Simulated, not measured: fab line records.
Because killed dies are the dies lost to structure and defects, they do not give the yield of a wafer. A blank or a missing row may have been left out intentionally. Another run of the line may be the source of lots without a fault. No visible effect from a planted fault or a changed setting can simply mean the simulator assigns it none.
Matching of chambers -- flow n5Finfet -- rieDiel-01 running N5_MOL_CONTACT_COAG_ETCH_67: 4 sister chambers
The step etches SOC in N2/H2, target depth 60 nm, overetch 21 nm, time 101.2 s. 16 wafers are shown with their chamber, then 8 later ones without.

WAFERS PAIRED WITH THEIR CHAMBERS
wafer,chamber,showerheadPlenumPTorr (Torr),drypumpMotorCurrentA (A),throttleValvePct (%)
L074.3,1,2.39,5.0,17.99
L074.4,2,2.58,5.7,17.87
L074.6,1,2.39,5.0,18.00
L076.3,0,2.47,6.3,17.62
L076.5,0,2.47,6.2,17.61
L076.6,3,2.46,6.2,17.67
L081.1,1,2.39,5.0,18.00
L081.3,2,2.57,5.6,17.93
L081.6,3,2.46,6.2,17.68
L083.3,1,2.39,5.1,18.00
L083.4,0,2.46,6.2,17.64
L083.6,3,2.46,6.2,17.71
L086.1,3,2.45,6.2,17.71
L086.2,0,2.46,6.3,17.66
L086.3,2,2.57,5.6,17.94
L089.3,0,2.46,6.3,17.68

SIGNATURES, as means of the wafers listed above
reading,chamber 0,chamber 1,chamber 2,chamber 3,scatter within a chamber
showerheadPlenumPTorr,2.4640,2.3900,2.5733,2.4575,0.00467
drypumpMotorCurrentA,6.260,5.025,5.633,6.200,0.0467
throttleValvePct,17.6420,17.9975,17.9133,17.6925,0.025
Rule: a wafer lies at a distance from a chamber equal to the root of the sum of squares, over the readings, of (its reading less the chamber's mean, divided by the reading's scatter). The wafer belongs to the nearest chamber; if the next one is less than 2 further off, it can't be placed. The scatter: take each reading less its chamber's mean, square it, sum over the shown wafers, divide by the number of wafers less the number of chambers, and take the root.

WAFERS WITH NO CHAMBER GIVEN
wafer,showerheadPlenumPTorr (Torr),drypumpMotorCurrentA (A),throttleValvePct (%)
L089.4,2.70,5.0,17.61
L089.6,2.70,5.1,17.62
L093.2,2.45,6.2,17.74
L093.4,2.56,5.7,17.98
L093.5,2.70,5.0,17.63
L092.1,2.45,6.2,17.68
L092.2,2.70,5.0,17.65
L092.5,2.45,6.2,17.77

EACH ONE'S CHAMBER
wafer,from the rows above,in truth
L089.4,2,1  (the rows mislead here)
L089.6,2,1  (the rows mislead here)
L093.2,3,3
L093.4,2,2
L093.5,2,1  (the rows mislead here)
L092.1,can't be placed: 3 or 0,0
L092.2,2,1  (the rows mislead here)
L092.5,3,3
Placed correctly: 3 of 8. Cannot be placed on the basis of these rows: 1; the candidates contain the true chamber in 1. 4 placed wrongly.
